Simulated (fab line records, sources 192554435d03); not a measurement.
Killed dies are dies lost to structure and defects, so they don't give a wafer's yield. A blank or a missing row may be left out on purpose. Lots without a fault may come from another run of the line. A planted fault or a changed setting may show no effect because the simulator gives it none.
Chamber matching | flow n5_finfet | N5_BEOL_M12_ETCH_68 on rie_diel-05: 4 sister chambers
The step etches SOC in N2/H2, time 285 s. 4 wafers are shown with their chamber, then 7 later ones without.

WAFERS WITH THEIR CHAMBER
wafer  | chamber | throttle_valve_pct (%)
L077.6 | 2       | 18.34
L087.6 | 1       | 17.73
L092.2 | 3       | 17.51
L092.3 | 0       | 18.33

WAFERS WITHOUT THEIR CHAMBER
wafer  | throttle_valve_pct (%)
L092.4 | 18.32
L090.2 | 17.52
L090.3 | 18.32
L090.6 | 18.00
L095.1 | 18.01
L095.3 | 17.53
L095.4 | 18.01

WHICH CHAMBER EACH WENT THROUGH
wafer  | from the rows above               | in truth
L092.4 | can't be placed: 0 or 2           | 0
L090.2 | can't be placed: 3 or 1           | 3
L090.3 | can't be placed: 0 or 2           | 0
L090.6 | can't be placed: 1 or 0 or 2 or 3 | 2
L095.1 | can't be placed: 1 or 0 or 2 or 3 | 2
L095.3 | can't be placed: 3 or 1           | 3
L095.4 | can't be placed: 1 or 0 or 2 or 3 | 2
Placed correctly: 0 of 7. Can't be placed from these rows: 7 (the true chamber is among the candidates in 7). Placed wrongly: 0.
How it was worked out, from the rows above alone: a wafer's distance from a chamber is the root of the sum, over the readings, of the square of ((its reading less the chamber's mean) divided by the reading's scatter). The wafer belongs to the nearest chamber; if the next one is less than 2 further off, it can't be placed. A chamber's mean is the mean of its shown wafers. The scatter: with one shown wafer a chamber, the root of the mean of the squares of how far each hidden wafer lies from its nearest shown one.
